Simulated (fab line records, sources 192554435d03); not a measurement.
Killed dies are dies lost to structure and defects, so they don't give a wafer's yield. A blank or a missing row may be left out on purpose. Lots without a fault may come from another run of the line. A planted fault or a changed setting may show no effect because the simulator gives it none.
Chamber matching | flow n5_finfet | N5_BEOL_M0_CUTY_ETCH_63 on rie_diel-01: 4 sister chambers
The step etches SOC in N2/H2, target depth 82.7 nm, overetch 16.5 nm, time 124 s. 8 wafers are shown with their chamber, then 9 later ones without.

WAFERS WITH THEIR CHAMBER
wafer  | chamber | showerhead_plenum_p_Torr (Torr) | drypump_motor_current_A (A)
L084.1 | 1       | 2.57                            | 5.8
L084.4 | 3       | 2.54                            | 5.6
L090.1 | 3       | 2.54                            | 5.6
L090.4 | 0       | 2.67                            | 5.7
L090.5 | 1       | 2.56                            | 5.8
L092.1 | 0       | 2.67                            | 5.8
L092.2 | 2       | 2.46                            | 6.3
L092.5 | 2       | 2.46                            | 6.2

WAFERS WITHOUT THEIR CHAMBER
wafer  | showerhead_plenum_p_Torr (Torr) | drypump_motor_current_A (A)
L093.1 | 2.54                            | 5.6
L093.3 | 2.67                            | 5.7
L093.5 | 2.46                            | 6.3
L094.1 | 2.53                            | 5.6
L094.4 | 2.67                            | 5.7
L094.5 | 2.53                            | 5.6
L097.4 | 2.56                            | 5.7
L097.5 | 2.46                            | 6.3
L097.6 | 2.53                            | 5.6

WHICH CHAMBER EACH WENT THROUGH
wafer  | from the rows above | in truth
L093.1 | 3                   | 3
L093.3 | 0                   | 0
L093.5 | 2                   | 2
L094.1 | 3                   | 3
L094.4 | 0                   | 0
L094.5 | 3                   | 3
L097.4 | 1                   | 1
L097.5 | 2                   | 2
L097.6 | 3                   | 3
Placed correctly: 9 of 9. Can't be placed from these rows: 0. Placed wrongly: 0.
How it was worked out, from the rows above alone: a wafer's distance from a chamber is the root of the sum, over the readings, of the square of ((its reading less the chamber's mean) divided by the reading's scatter). The wafer belongs to the nearest chamber; if the next one is less than 2 further off, it can't be placed. A chamber's mean is the mean of its shown wafers. The scatter: the root of (the sum of the squares of (reading less its chamber's mean) over the shown wafers, divided by (wafers less chambers)).
